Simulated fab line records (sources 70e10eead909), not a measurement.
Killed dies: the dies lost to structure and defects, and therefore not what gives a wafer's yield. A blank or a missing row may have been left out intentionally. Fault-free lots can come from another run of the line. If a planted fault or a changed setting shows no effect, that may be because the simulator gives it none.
The tool behind it: which one? || flow nand-harc || 11 lots with 33 wafers sampled at 7 steps, on a route of 1302 steps

## WHAT EACH GAUGE READ, for each wafer
NHARC_P_STI_CD_MEAS_09 targets a cd of 200 nm.
{"lot": "L395", "measured": "day 3 07:21", "on": "cd-sem-02", "cd-nm (nm)": "201.4 203.2 199.7"}
{"lot": "L396", "measured": "day 3 16:30", "on": "cd-sem-03", "cd-nm (nm)": "201.1 200.2 204.3"}
{"lot": "L397", "measured": "day 4 03:23", "on": "cd-sem-02", "cd-nm (nm)": "202.1 199.3 202.4"}
{"lot": "L405", "measured": "day 7 13:17", "on": "cd-sem-01", "cd-nm (nm)": "199.9 200.2 198.4"}
{"lot": "L406", "measured": "day 7 22:55", "on": "cd-sem-02", "cd-nm (nm)": "198.3 198.3 196.6"}
{"lot": "L411", "measured": "day 9 21:20", "on": "cd-sem-02", "cd-nm (nm)": "183.4 183.7 182.2"}
{"lot": "L412", "measured": "day 10 07:00", "on": "cd-sem-02", "cd-nm (nm)": "179.6 182.5 182.4"}
{"lot": "L413", "measured": "day 10 17:53", "on": "cd-sem-03", "cd-nm (nm)": "202.4 196.3 197.9"}
{"lot": "L414", "measured": "day 11 05:07", "on": "cd-sem-02", "cd-nm (nm)": "200.8 197.8 201.4"}
{"lot": "L416", "measured": "day 11 22:32", "on": "cd-sem-03", "cd-nm (nm)": "199.9 199.4 199.7"}
{"lot": "L417", "measured": "day 12 10:59", "on": "cd-sem-01", "cd-nm (nm)": "202.1 197.9 200.1"}

NHARC_P_STI_OCD_MEAS_17.
{"lot": "L395", "measured": "day 3 08:08", "on": "ocd-01", "trench-depth-nm (nm)": "300 306 307", "trench-foot-cd-nm (nm)": "159.7 160.0 156.5"}
{"lot": "L396", "measured": "day 3 17:17", "on": "ocd-01", "trench-depth-nm (nm)": "300 297 295", "trench-foot-cd-nm (nm)": "158.9 159.0 163.4"}
{"lot": "L397", "measured": "day 4 04:11", "on": "ocd-02", "trench-depth-nm (nm)": "299 298 309", "trench-foot-cd-nm (nm)": "159.4 157.5 159.3"}
{"lot": "L405", "measured": "day 7 14:04", "on": "ocd-01", "trench-depth-nm (nm)": "289 296 304", "trench-foot-cd-nm (nm)": "159.8 158.8 156.2"}
{"lot": "L406", "measured": "day 7 23:45", "on": "ocd-02", "trench-depth-nm (nm)": "303 301 303", "trench-foot-cd-nm (nm)": "156.3 156.1 154.0"}
{"lot": "L411", "measured": "day 9 22:10", "on": "ocd-02", "trench-depth-nm (nm)": "304 302 305", "trench-foot-cd-nm (nm)": "140.4 141.4 139.1"}
{"lot": "L412", "measured": "day 10 07:48", "on": "ocd-01", "trench-depth-nm (nm)": "300 301 304", "trench-foot-cd-nm (nm)": "138.5 140.4 140.2"}
{"lot": "L413", "measured": "day 10 18:40", "on": "ocd-02", "trench-depth-nm (nm)": "299 300 297", "trench-foot-cd-nm (nm)": "161.0 154.1 156.0"}
{"lot": "L414", "measured": "day 11 05:53", "on": "ocd-01", "trench-depth-nm (nm)": "299 301 301", "trench-foot-cd-nm (nm)": "158.8 156.2 159.4"}
{"lot": "L416", "measured": "day 11 23:19", "on": "ocd-01", "trench-depth-nm (nm)": "290 295 296", "trench-foot-cd-nm (nm)": "159.9 158.0 158.1"}
{"lot": "L417", "measured": "day 12 11:47", "on": "ocd-01", "trench-depth-nm (nm)": "305 302 298", "trench-foot-cd-nm (nm)": "159.2 155.5 158.4"}

NHARC_END_SORT_01.
{"lot": "L395", "measured": "day 25 06:07", "on": "prober-01", "killed-at-array": "46 59 47", "killed-at-other": "0 0 0", "killed-at-periphery": "4 0 2", "killed-dies": "50 59 49", "killed-open": "3 4 3", "killed-short": "4 2 3"}
{"lot": "L396", "measured": "day 25 06:08", "on": "prober-02", "killed-at-array": "67 77 83", "killed-at-other": "0 2 2", "killed-at-periphery": "1 6 6", "killed-dies": "68 85 91", "killed-open": "3 3 6", "killed-short": "1 4 2"}
{"lot": "L397", "measured": "day 25 15:22", "on": "prober-01", "killed-at-array": "44 40 42", "killed-at-other": "1 0 0", "killed-at-periphery": "1 9 5", "killed-dies": "46 49 47", "killed-open": "1 4 2", "killed-short": "3 3 1"}
{"lot": "L405", "measured": "day 29 03:21", "on": "prober-02", "killed-at-array": "42 37 41", "killed-at-other": "1 0 0", "killed-at-periphery": "10 5 8", "killed-dies": "53 42 49", "killed-open": "2 3 4", "killed-short": "0 1 1"}
{"lot": "L406", "measured": "day 29 18:00", "on": "prober-01", "killed-at-array": "21 30 21", "killed-at-other": "1 1 2", "killed-at-periphery": "10 3 6", "killed-dies": "32 34 29", "killed-open": "4 3 2", "killed-short": "3 2 0"}
{"lot": "L412", "measured": "day 32 04:19", "on": "prober-02", "killed-at-array": "74 71 76", "killed-at-other": "0 0 0", "killed-at-periphery": "4 4 3", "killed-dies": "78 75 79", "killed-open": "6 1 2", "killed-short": "5 4 1"}
{"lot": "L413", "measured": "day 33 01:20", "on": "prober-01", "killed-at-array": "80 88 80", "killed-at-other": "2 0 0", "killed-at-periphery": "2 4 1", "killed-dies": "84 92 81", "killed-open": "0 7 2", "killed-short": "4 3 4"}
{"lot": "L414", "measured": "day 32 17:29", "on": "prober-01", "killed-at-array": "41 53 52", "killed-at-other": "0 0 1", "killed-at-periphery": "0 1 3", "killed-dies": "41 54 56", "killed-open": "1 1 6", "killed-short": "0 3 2"}
{"lot": "L416", "measured": "day 33 21:01", "on": "prober-01", "killed-at-array": "74 74 88", "killed-at-other": "0 0 0", "killed-at-periphery": "2 5 5", "killed-dies": "76 79 93", "killed-open": "6 1 6", "killed-short": "1 0 1"}
{"lot": "L417", "measured": "day 34 19:59", "on": "prober-02", "killed-at-array": "73 59 59", "killed-at-other": "1 0 2", "killed-at-periphery": "3 3 0", "killed-dies": "77 62 61", "killed-open": "7 5 2", "killed-short": "2 2 5"}

## TOOL THAT RAN EACH LOT (tool first, then ch and the chambers of the sampled wafers, then the start)
{"lot": "L395", "NHARC_P_STI_PEB_07": "litho-track-03 ch 0, day 3 07:16", "NHARC_P_STI_DESCUM_14": "rie-diel-13 ch 1,2, day 3 07:37", "NHARC_P_STI_ETCH_31": "rie-diel-13 ch 1,3, day 3 07:54 or earlier", "NHARC_P_STI_ETCH_15": "rie-si-01 ch 0,2,3, day 3 07:54"}
{"lot": "L396", "NHARC_P_STI_PEB_07": "litho-track-05 ch 0, day 3 16:25", "NHARC_P_STI_DESCUM_14": "rie-diel-10 ch 0,1, day 3 16:46", "NHARC_P_STI_ETCH_31": "rie-diel-10 ch 0,1,2, day 3 17:02 or earlier", "NHARC_P_STI_ETCH_15": "rie-si-06 ch 0,3, day 3 17:02"}
{"lot": "L397", "NHARC_P_STI_PEB_07": "litho-track-03 ch 0, day 4 03:18", "NHARC_P_STI_DESCUM_14": "rie-diel-10 ch 1,2, day 4 03:40", "NHARC_P_STI_ETCH_31": "rie-diel-10 ch 2,3, day 4 03:56 or earlier", "NHARC_P_STI_ETCH_15": "rie-si-02 ch 1,2, day 4 03:56"}
{"lot": "L405", "NHARC_P_STI_PEB_07": "litho-track-03 ch 0, day 7 13:12", "NHARC_P_STI_DESCUM_14": "rie-diel-09 ch 0,2,3, day 7 13:33", "NHARC_P_STI_ETCH_31": "rie-diel-09 ch 0,1,2, day 7 13:49 or earlier", "NHARC_P_STI_ETCH_15": "rie-si-02 ch 1,2,3, day 7 13:49"}
{"lot": "L406", "NHARC_P_STI_PEB_07": "litho-track-07 ch 0, day 7 22:50", "NHARC_P_STI_DESCUM_14": "rie-diel-10 ch 1,2,3, day 7 23:11", "NHARC_P_STI_ETCH_31": "rie-diel-10 ch 1,2, day 7 23:28 or earlier", "NHARC_P_STI_ETCH_15": "rie-si-01 ch 0,3, day 7 23:28"}
{"lot": "L411", "NHARC_P_STI_PEB_07": "litho-track-03 ch 0, day 9 21:16", "NHARC_P_STI_DESCUM_14": "rie-diel-10 ch 0,3, day 9 21:36", "NHARC_P_STI_ETCH_31": "rie-diel-10 ch 0,1, day 9 21:56 or earlier", "NHARC_P_STI_ETCH_15": "rie-si-01 ch 0,2,3, day 9 21:56"}
{"lot": "L412", "NHARC_P_STI_PEB_07": "litho-track-03 ch 0, day 10 06:55", "NHARC_P_STI_DESCUM_14": "rie-diel-13 ch 0,1,3, day 10 07:16", "NHARC_P_STI_ETCH_31": "rie-diel-13 ch 0,1,3, day 10 07:32 or earlier", "NHARC_P_STI_ETCH_15": "rie-si-06 ch 0,1,3, day 10 07:32"}
{"lot": "L413", "NHARC_P_STI_PEB_07": "litho-track-05 ch 0, day 10 17:48", "NHARC_P_STI_DESCUM_14": "rie-diel-09 ch 0,2,3, day 10 18:09", "NHARC_P_STI_ETCH_31": "rie-diel-09 ch 1,2,3, day 10 18:25 or earlier", "NHARC_P_STI_ETCH_15": "rie-si-06 ch 0,2,3, day 10 18:25"}
{"lot": "L414", "NHARC_P_STI_PEB_07": "litho-track-07 ch 0, day 11 05:01", "NHARC_P_STI_DESCUM_14": "rie-diel-13 ch 0,1,2, day 11 05:22", "NHARC_P_STI_ETCH_31": "rie-diel-13 ch 0,2,3, day 11 05:38 or earlier", "NHARC_P_STI_ETCH_15": "rie-si-06 ch 1,2, day 11 05:38"}
{"lot": "L416", "NHARC_P_STI_PEB_07": "litho-track-07 ch 0, day 11 22:26", "NHARC_P_STI_DESCUM_14": "rie-diel-13 ch 1,2,3, day 11 22:47", "NHARC_P_STI_ETCH_31": "rie-diel-13 ch 1,3, day 11 23:04 or earlier", "NHARC_P_STI_ETCH_15": "rie-si-02 ch 1,3, day 11 23:04"}
{"lot": "L417", "NHARC_P_STI_PEB_07": "litho-track-07 ch 0, day 12 10:53", "NHARC_P_STI_DESCUM_14": "rie-diel-13 ch 1,2,3, day 12 11:16", "NHARC_P_STI_ETCH_31": "rie-diel-13 ch 1,2,3, day 12 11:33 or earlier", "NHARC_P_STI_ETCH_15": "rie-si-01 ch 2,3, day 12 11:33"}
- NHARC_P_STI_PEB_07: peb time 80 s.
- NHARC_P_STI_DESCUM_14: chemistry O2, time 3 s.
- NHARC_P_STI_ETCH_31: etches the open film in CF4/CHF3, target depth 108.9 nm, time 54.5 s.
- NHARC_P_STI_ETCH_15: etches the open film in HBr/Cl2, target depth 300 nm, time 100.1 s.

## AS READ BY THE TOOLS THEMSELVES (means over the sampled wafers that have a number; for cases with no such wafer, the mark the record gives instead)
NHARC_P_STI_PEB_07.
{"lot": "L395", "tool": "litho-track-03", "heater-power-total-W (W)": 189.5, "plate-temp-C (C)": 127.93, "resist-line-temp-C (C)": 22.87}
{"lot": "L396", "tool": "litho-track-05", "heater-power-total-W (W)": 189.0, "plate-temp-C (C)": 128.21, "resist-line-temp-C (C)": 22.96}
{"lot": "L397", "tool": "litho-track-03", "heater-power-total-W (W)": 189.5, "plate-temp-C (C)": 127.84, "resist-line-temp-C (C)": 23.16}
{"lot": "L405", "tool": "litho-track-03", "heater-power-total-W (W)": 190.2, "plate-temp-C (C)": 127.96, "resist-line-temp-C (C)": 22.90}
{"lot": "L406", "tool": "litho-track-07", "heater-power-total-W (W)": 189.6, "plate-temp-C (C)": 127.89, "resist-line-temp-C (C)": 22.97}
{"lot": "L411", "tool": "litho-track-03", "heater-power-total-W (W)": 185.9, "plate-temp-C (C)": 126.19, "resist-line-temp-C (C)": 23.08}
{"lot": "L412", "tool": "litho-track-03", "heater-power-total-W (W)": 186.5, "plate-temp-C (C)": 126.20, "resist-line-temp-C (C)": 22.99}
{"lot": "L413", "tool": "litho-track-05", "heater-power-total-W (W)": 189.8, "plate-temp-C (C)": 127.88, "resist-line-temp-C (C)": 23.06}
{"lot": "L414", "tool": "litho-track-07", "heater-power-total-W (W)": 189.7, "plate-temp-C (C)": 128.03, "resist-line-temp-C (C)": 23.00}
{"lot": "L416", "tool": "litho-track-07", "heater-power-total-W (W)": 188.8, "plate-temp-C (C)": 127.99, "resist-line-temp-C (C)": 22.95}
{"lot": "L417", "tool": "litho-track-07", "heater-power-total-W (W)": 189.8, "plate-temp-C (C)": 128.10, "resist-line-temp-C (C)": 22.85}

NHARC_P_STI_DESCUM_14.
{"lot": "L395", "tool": "rie-diel-13", "drypump-motor-current-A (A)": 5.9, "oes-product-au (a.u.)": 0.981, "rf-vpp-V (V)": 57.5, "showerhead-plenum-p-Torr (Torr)": 1.95, "throttle-valve-pct (%)": 11.308}
{"lot": "L396", "tool": "rie-diel-10", "drypump-motor-current-A (A)": 6.0, "oes-product-au (a.u.)": 1.002, "rf-vpp-V (V)": 58.1, "showerhead-plenum-p-Torr (Torr)": 1.99, "throttle-valve-pct (%)": 11.316}
{"lot": "L397", "tool": "rie-diel-10", "drypump-motor-current-A (A)": 6.2, "oes-product-au (a.u.)": 1.006, "rf-vpp-V (V)": 57.6, "showerhead-plenum-p-Torr (Torr)": 1.85, "throttle-valve-pct (%)": 11.298}
{"lot": "L405", "tool": "rie-diel-09", "drypump-motor-current-A (A)": 6.1, "oes-product-au (a.u.)": 0.992, "rf-vpp-V (V)": 57.5, "showerhead-plenum-p-Torr (Torr)": 1.97, "throttle-valve-pct (%)": 11.309}
{"lot": "L406", "tool": "rie-diel-10", "drypump-motor-current-A (A)": 6.2, "oes-product-au (a.u.)": 1.003, "rf-vpp-V (V)": 57.5, "showerhead-plenum-p-Torr (Torr)": 1.93, "throttle-valve-pct (%)": 11.314}
{"lot": "L411", "tool": "rie-diel-10", "drypump-motor-current-A (A)": 6.1, "oes-product-au (a.u.)": 1.003, "rf-vpp-V (V)": 57.8, "showerhead-plenum-p-Torr (Torr)": 2.03, "throttle-valve-pct (%)": 11.304}
{"lot": "L412", "tool": "rie-diel-13", "drypump-motor-current-A (A)": 5.8, "oes-product-au (a.u.)": 0.997, "rf-vpp-V (V)": 57.5, "showerhead-plenum-p-Torr (Torr)": 1.95, "throttle-valve-pct (%)": 11.326}
{"lot": "L413", "tool": "rie-diel-09", "drypump-motor-current-A (A)": 6.1, "oes-product-au (a.u.)": 1.007, "rf-vpp-V (V)": 58.3, "showerhead-plenum-p-Torr (Torr)": 1.97, "throttle-valve-pct (%)": 11.309}
{"lot": "L414", "tool": "rie-diel-13", "drypump-motor-current-A (A)": 5.9, "oes-product-au (a.u.)": 1.000, "rf-vpp-V (V)": 57.9, "showerhead-plenum-p-Torr (Torr)": 1.94, "throttle-valve-pct (%)": 11.321}
{"lot": "L416", "tool": "rie-diel-13", "drypump-motor-current-A (A)": 5.8, "oes-product-au (a.u.)": 1.007, "rf-vpp-V (V)": 58.5, "showerhead-plenum-p-Torr (Torr)": 1.95, "throttle-valve-pct (%)": 11.305}
{"lot": "L417", "tool": "rie-diel-13", "drypump-motor-current-A (A)": 5.8, "oes-product-au (a.u.)": 1.004, "rf-vpp-V (V)": 57.4, "showerhead-plenum-p-Torr (Torr)": 1.95, "throttle-valve-pct (%)": 11.313}

NHARC_P_STI_ETCH_31.
{"lot": "L395", "tool": "rie-diel-13", "drypump-motor-current-A (A)": 5.7, "oes-product-au (a.u.)": 0.925, "rf-vpp-V (V)": 371.6, "showerhead-plenum-p-Torr (Torr)": 1.61, "throttle-valve-pct (%)": 16.800}
{"lot": "L396", "tool": "rie-diel-10", "drypump-motor-current-A (A)": 6.1, "oes-product-au (a.u.)": 0.972, "rf-vpp-V (V)": 370.7, "showerhead-plenum-p-Torr (Torr)": 1.58, "throttle-valve-pct (%)": 16.799}
{"lot": "L397", "tool": "rie-diel-10", "drypump-motor-current-A (A)": 6.3, "oes-product-au (a.u.)": 0.973, "rf-vpp-V (V)": 370.4, "showerhead-plenum-p-Torr (Torr)": 1.56, "throttle-valve-pct (%)": 16.794}
{"lot": "L405", "tool": "rie-diel-09", "drypump-motor-current-A (A)": 6.4, "oes-product-au (a.u.)": 0.958, "rf-vpp-V (V)": 370.7, "showerhead-plenum-p-Torr (Torr)": 1.57, "throttle-valve-pct (%)": 16.815}
{"lot": "L406", "tool": "rie-diel-10", "drypump-motor-current-A (A)": 6.1, "oes-product-au (a.u.)": 0.965, "rf-vpp-V (V)": 368.5, "showerhead-plenum-p-Torr (Torr)": 1.52, "throttle-valve-pct (%)": 16.804}
{"lot": "L411", "tool": "rie-diel-10", "drypump-motor-current-A (A)": 6.0, "oes-product-au (a.u.)": 0.949, "rf-vpp-V (V)": 372.6, "showerhead-plenum-p-Torr (Torr)": 1.61, "throttle-valve-pct (%)": 16.796}
{"lot": "L412", "tool": "rie-diel-13", "drypump-motor-current-A (A)": 5.7, "oes-product-au (a.u.)": 0.930, "rf-vpp-V (V)": 371.5, "showerhead-plenum-p-Torr (Torr)": 1.60, "throttle-valve-pct (%)": 16.802}
{"lot": "L413", "tool": "rie-diel-09", "drypump-motor-current-A (A)": 6.1, "oes-product-au (a.u.)": 0.962, "rf-vpp-V (V)": 370.5, "showerhead-plenum-p-Torr (Torr)": 1.58, "throttle-valve-pct (%)": 16.810}
{"lot": "L414", "tool": "rie-diel-13", "drypump-motor-current-A (A)": 6.3, "oes-product-au (a.u.)": 0.969, "rf-vpp-V (V)": 370.8, "showerhead-plenum-p-Torr (Torr)": 1.58, "throttle-valve-pct (%)": 16.802}
{"lot": "L416", "tool": "rie-diel-13", "drypump-motor-current-A (A)": 5.2, "oes-product-au (a.u.)": 0.975, "rf-vpp-V (V)": 372.9, "showerhead-plenum-p-Torr (Torr)": 1.62, "throttle-valve-pct (%)": 16.802}
{"lot": "L417", "tool": "rie-diel-13", "drypump-motor-current-A (A)": 5.8, "oes-product-au (a.u.)": 0.965, "rf-vpp-V (V)": 371.7, "showerhead-plenum-p-Torr (Torr)": 1.60, "throttle-valve-pct (%)": 16.799}

NHARC_P_STI_ETCH_15.
{"lot": "L395", "tool": "rie-si-01", "drypump-motor-current-A (A)": 5.7, "mfc-cl2-sccm (sccm)": 49.94, "oes-product-au (a.u.)": 1.009, "throttle-valve-pct (%)": 26.410}
{"lot": "L396", "tool": "rie-si-06", "drypump-motor-current-A (A)": 5.8, "mfc-cl2-sccm (sccm)": 50.04, "oes-product-au (a.u.)": 0.993, "throttle-valve-pct (%)": 26.411}
{"lot": "L397", "tool": "rie-si-02", "drypump-motor-current-A (A)": 5.4, "mfc-cl2-sccm (sccm)": 49.91, "oes-product-au (a.u.)": 1.001, "throttle-valve-pct (%)": 26.407}
{"lot": "L405", "tool": "rie-si-02", "drypump-motor-current-A (A)": 5.7, "mfc-cl2-sccm (sccm)": 50.08, "oes-product-au (a.u.)": 0.994, "throttle-valve-pct (%)": 26.406}
{"lot": "L406", "tool": "rie-si-01", "drypump-motor-current-A (A)": 5.5, "mfc-cl2-sccm (sccm)": 50.02, "oes-product-au (a.u.)": 1.002, "throttle-valve-pct (%)": 26.407}
{"lot": "L411", "tool": "rie-si-01", "drypump-motor-current-A (A)": 5.7, "mfc-cl2-sccm (sccm)": 49.95, "oes-product-au (a.u.)": 1.011, "throttle-valve-pct (%)": 26.403}
{"lot": "L412", "tool": "rie-si-06", "drypump-motor-current-A (A)": 5.7, "mfc-cl2-sccm (sccm)": 50.09, "oes-product-au (a.u.)": 1.002, "throttle-valve-pct (%)": 26.411}
{"lot": "L413", "tool": "rie-si-06", "drypump-motor-current-A (A)": 5.5, "mfc-cl2-sccm (sccm)": 49.99, "oes-product-au (a.u.)": 0.995, "throttle-valve-pct (%)": 26.394}
{"lot": "L414", "tool": "rie-si-06", "drypump-motor-current-A (A)": 5.3, "mfc-cl2-sccm (sccm)": 50.06, "oes-product-au (a.u.)": 0.998, "throttle-valve-pct (%)": 26.404}
{"lot": "L416", "tool": "rie-si-02", "drypump-motor-current-A (A)": 5.7, "mfc-cl2-sccm (sccm)": 49.96, "oes-product-au (a.u.)": 0.984, "throttle-valve-pct (%)": 26.418}
{"lot": "L417", "tool": "rie-si-01", "drypump-motor-current-A (A)": 6.0, "mfc-cl2-sccm (sccm)": 50.03, "oes-product-au (a.u.)": 0.999, "throttle-valve-pct (%)": 26.404}

## THE ANSWER, worked out from the rows above alone
Rule: usual is defined by the lots themselves. The widest of any qualifying gaps counts: lots, ordered by their means at a reading, are off when they make up no more than a third of the lots, leave a main group of 4 or more, and stand apart from it by 3 or more times the standard deviation of that group's means. Not used: any main group whose means are identical at the precision the tables above print for the reading. Also off: a lot with no number at a reading for which 4 or more lots have one. Any other lot the step has rows for is counted as sound. After the gauges, taken in route order, come the tools' own readings; for these a lot's mean is taken, as printed above. The first step at which some lot is off is used, and at that step the reading that is off furthest; a lot without a number counts as furthest.
Off, at NHARC_P_STI_CD_MEAS_09 on cd-nm: L411, L412. Main group: mean 200.0 nm, sd 1.2.
If a tool, at a process step before that reading, ran all the lots that are off and no sound lot after the first of them, it fits. Not tried: the gauges at NHARC_P_STI_CD_MEAS_09; whatever is off there is also off at NHARC_P_STI_OCD_MEAS_17, on other tools, and gauge error can't account for it. One candidate fits, namely litho-track-03 at NHARC_P_STI_PEB_07. A fault onset in the window from L405 (day 7 13:12, its last sound lot) to L411 (day 9 21:16, its first lot off) fits.
The tool's own readings at NHARC_P_STI_PEB_07 bear it out: on the lots that are off they differ by more than 5 times the standard deviation of the sound lots' means. heater-power-total-W reads 186.2 W there against 189.5 W on the sound lots; plate-temp-C reads 126.19 C there against 127.98 C on the sound lots.

## WHAT HAD BEEN PUT IN BY THE SIMULATOR
Drift in process parameters on litho-track-03 at NHARC_P_STI_PEB_07, starting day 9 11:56. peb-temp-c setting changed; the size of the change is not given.
Lots struck among those shown: L411, L412. The same result came from the rule above.
